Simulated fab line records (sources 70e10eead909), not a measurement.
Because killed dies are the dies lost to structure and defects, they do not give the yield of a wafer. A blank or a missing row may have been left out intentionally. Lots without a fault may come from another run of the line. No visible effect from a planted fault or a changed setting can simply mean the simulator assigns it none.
8D (eight disciplines) problem report, filled in by code | flow nandHarc | the parts of the form that need people (team, actions taken, sign-off) are left out

1. WHAT WENT WRONG
Wafers without a fault read 50 s, standard deviation 3.5; timeToEndpointS at NHARC_A_SGD_CUT_CMP_21 reads a mean of 102 s on 3 wafers belonging to 2 lots. Measured from the usual mean, that is +15 standard deviations.
The step: polishes, target thk 148.19 nm.
First observed at day 24 21:42: wafer L798.4, on cmp-01. Wafers with a number at this step in the record: 39, from 13 lots. By rule, "out" or "out of limits" means more than 4 standard deviations away from the usual mean. The rest of the wafers with a number are treated as sound.

2. WHAT IT IS AND WHAT IT IS NOT
question                    | is                     | is not
which readings at this step | timeToEndpointS        | motorCurrentA
which lots                  | L798, L800             | L785, L786, L788, L789, L790, L792, L793, L804, L806, L807, L808
which wafers of those lots  | L798.4, L800.4, L800.5 | L798.1, L798.3, L800.1
read on which tools         | cmp-01                 | cmp-02, cmp-04
when                        | from day 24 21:42      | up to then (23 sound wafers); but 13 sound wafers of L800, L804, L806, L807, L808 came after

3. SUSPECTS, AND WHAT RULES EACH OUT
Counting: if a tool at a process step up to the reading ran every lot that is out, it stays a suspect. Sound lots after the first of them don't rule it out here, since some wafers of a struck lot are sound.
- cmp-01 at NHARC_A_SGD_CUT_CMP_21 (polishes, target thk 148.19 nm): kept. It ran every lot that is out, first L798 (day 24 21:42); its last sound lot up to then is L788 (day 20 23:02). Its own timeToEndpointS readings are out on those wafers.
Remaining after the count: cmp-01 at NHARC_A_SGD_CUT_CMP_21.

4. THE CAUSE (what the simulator had put in)
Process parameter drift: cmp-01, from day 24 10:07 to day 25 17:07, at NHARC_A_SGD_CUT_CMP_21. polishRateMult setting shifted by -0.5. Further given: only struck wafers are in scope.
This tool alone remained once counting was done.

5. THE EFFECT CHAIN, in route order
One row per reading whose mean, taken over the struck wafers that have a number, lies over 3 standard deviations from the usual. Scope: only readings with a usual standard deviation given in the record; hours: median across lots of the time from each lot's start at the first step in this table that gives one to its start at this step; sigmas: change in usual standard deviations.
hours | step                   | reading         | usual | on struck wafers | change | sigmas
0     | NHARC_A_SGD_CUT_CMP_21 | timeToEndpointS | 50 s  | 102              | +52    | +15
Process steps it contains:
- NHARC_A_SGD_CUT_CMP_21: polishes, target thk 148.19 nm.

6. WHAT WOULD HAVE CAUGHT IT SOONER
12 hours passed between the start of the fault at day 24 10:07 and the first reading out of limits in this record, taken at day 24 21:42.
